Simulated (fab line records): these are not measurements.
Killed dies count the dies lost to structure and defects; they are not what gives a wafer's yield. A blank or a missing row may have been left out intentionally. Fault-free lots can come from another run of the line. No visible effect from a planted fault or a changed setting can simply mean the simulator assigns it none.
Split-lot study | flow n5_finfet | 7 lots, 39 wafers read, on a route of 1938 steps

## SPLIT DETAILS
At N5_BEOL_M9_VIA_ETCH_34 (etches SiCOH lowk in C4F6/O2, target depth 182.4 nm, time 68.4 s), the setting target_depth_a was moved away from the recipe's 1824 angstrom on 15 of the 39 wafers read, by -42.7% to +44.1%. The other wafers ran this setting at the recipe's value.

The reading comes from the split's own step.

## THE READING
SOC_of_BEOL_M9_COAT_63.thk_nm (the simulator's own value, which no gauge read), in nm, at N5_BEOL_M9_VIA_ETCH_34 (etches SiCOH lowk in C4F6/O2, target depth 182.4 nm, time 68.4 s). The file does not state a usual value for it. Here, 24 wafers ran the recipe; their average is 51.1 nm with a standard deviation of 0.16 nm.

wafer  | tool, chamber at the split | target_depth_a as run, angstrom | against the recipe | SOC_of_BEOL_M9_COAT_63.thk_nm, nm | against lot-mates on the recipe
L074.1 | rie_diel-01, 0             | 1045                            | -42.7%             | 55.4                              | +4.3
L074.2 | rie_diel-01, 1             | 1824                            | recipe             | 51.2                              | -
L074.3 | rie_diel-01, 2             | 1824                            | recipe             | 51.2                              | -
L074.4 | rie_diel-01, 3             | 1824                            | recipe             | 51                                | -
L074.5 | rie_diel-01, 0             | 1045                            | -42.7%             | 55.4                              | +4.3
L074.6 | rie_diel-01, 1             | 1045                            | -42.7%             | 55                                | +3.9
L076.1 | rie_diel-01, 0             | 1824                            | recipe             | 51.2                              | -
L076.2 | rie_diel-01, 2             | 2629                            | +44.1%             | 47                                | -4.1
L076.3 | rie_diel-01, 1             | 2629                            | +44.1%             | 47                                | -4.1
L076.4 | rie_diel-01, 0             | 1824                            | recipe             | 51.2                              | -
L076.5 | rie_diel-01, 2             | 2629                            | +44.1%             | 47                                | -4.1
L076.6 | rie_diel-01, 1             | 1824                            | recipe             | 50.8                              | -
L077.1 | rie_diel-03, 3             | 1824                            | recipe             | 51.4                              | -
L077.4 | rie_diel-03, 0             | 1824                            | recipe             | 51.2                              | -
L077.6 | rie_diel-03, 0             | 1824                            | recipe             | 51.2                              | -
L080.1 | rie_diel-03, 3             | 1824                            | recipe             | 51                                | -
L080.2 | rie_diel-03, 1             | 2288                            | +25.4%             | 49.2                              | -1.7
L080.3 | rie_diel-03, 0             | 1824                            | recipe             | 51                                | -
L080.4 | rie_diel-03, 2             | 2288                            | +25.4%             | 49.2                              | -1.7
L080.5 | rie_diel-03, 0             | 1824                            | recipe             | 50.8                              | -
L080.6 | rie_diel-03, 3             | 2288                            | +25.4%             | 48.8                              | -2.1
L091.1 | rie_diel-03, 0             | 1177                            | -35.5%             | 54.6                              | +3.3
L091.2 | rie_diel-03, 3             | 1824                            | recipe             | 51.4                              | -
L091.3 | rie_diel-03, 2             | 1177                            | -35.5%             | 54.6                              | +3.3
L091.4 | rie_diel-03, 1             | 1824                            | recipe             | 51.4                              | -
L091.5 | rie_diel-03, 0             | 1824                            | recipe             | 51.2                              | -
L091.6 | rie_diel-03, 3             | 1177                            | -35.5%             | 54.6                              | +3.3
L092.1 | rie_diel-01, 3             | 1824                            | recipe             | 51                                | -
L092.2 | rie_diel-01, 2             | 1824                            | recipe             | 51.2                              | -
L092.3 | rie_diel-01, 1             | 1824                            | recipe             | 51                                | -
L092.4 | rie_diel-01, 0             | 1824                            | recipe             | 51                                | -
L092.5 | rie_diel-01, 3             | 1824                            | recipe             | 51                                | -
L092.6 | rie_diel-01, 0             | 1824                            | recipe             | 51                                | -
L096.1 | rie_diel-06, 1             | 2466                            | +35.2%             | 48.4                              | -2.7
L096.2 | rie_diel-06, 2             | 2466                            | +35.2%             | 47.6                              | -3.5
L096.3 | rie_diel-06, 3             | 2466                            | +35.2%             | 48                                | -3.1
L096.4 | rie_diel-06, 0             | 1824                            | recipe             | 51                                | -
L096.5 | rie_diel-06, 3             | 1824                            | recipe             | 51.2                              | -
L096.6 | rie_diel-06, 2             | 1824                            | recipe             | 51                                | -

FIT RESULTS
A straight line over all 39 wafers: SOC_of_BEOL_M9_COAT_63.thk_nm changes by -0.0934 nm for each +1% of target_depth_a; r = -1.00; the points scatter about the line by 0.21 nm.
The same after taking each lot's own level away (the mean of its wafers on the recipe; 39 wafers): -0.0909 nm for each +1%; r = -1.00; scatter 0.2 nm.
On that fit, the largest move of target_depth_a shifts the reading by 4 nm.
Across the lots, their own levels run from 50.93 to 51.33 nm, a range of 2.5 times the standard deviation given above.
Hence the lot-to-lot level has little effect on the slope; both slopes agree.
Check: for one of the wafers moved furthest among these (+44.1%), held out of the fit, the line's prediction against its lot-mates is -3.94 nm. It came out at -4.07 nm against them.

## OTHER SPLITS APPLIED TO THESE WAFERS
Note: prior to the reading, these wafers also went through further splits. Each is held against what the fit with the lots' levels taken away leaves over:
other split on the same wafers     | wafers away from the commonest value | r with SOC_of_BEOL_M9_COAT_63.thk_nm (lot level and that fit taken away)
N5_BEOL_M1_ILD_DEP_00 time_s       | 12                                   | -0.16
N5_BEOL_M5_ILD_DEP_00 target_thk_a | 18                                   | +0.13
N5_BEOL_M8_ILD_DEP_00 target_thk_a | 12                                   | -0.09

## THE WHOLE CHAIN: every reading that the file lists as answering this split, in the file's order
step                   | what it does                                                     | reading                                                                        | change (the file's fit)                | r (the file's)
N5_BEOL_M9_VIA_ETCH_34 | etches SiCOH lowk in C4F6/O2, target depth 182.4 nm, time 68.4 s | etch.depth_nm (the simulator's own value, which no gauge read)                 | +1.81 nm for each +1% of the setting   | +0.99
N5_BEOL_M9_VIA_ETCH_34 | etches SiCOH lowk in C4F6/O2, target depth 182.4 nm, time 68.4 s | SOC_of_BEOL_M9_COAT_63.thk_nm (the simulator's own value, which no gauge read) | -0.0907 nm for each +1% of the setting | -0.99

## THE FILE'S OWN FIT
SOC_of_BEOL_M9_COAT_63.thk_nm changes by -0.0907 nm for each +1% of target_depth_a, r = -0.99.
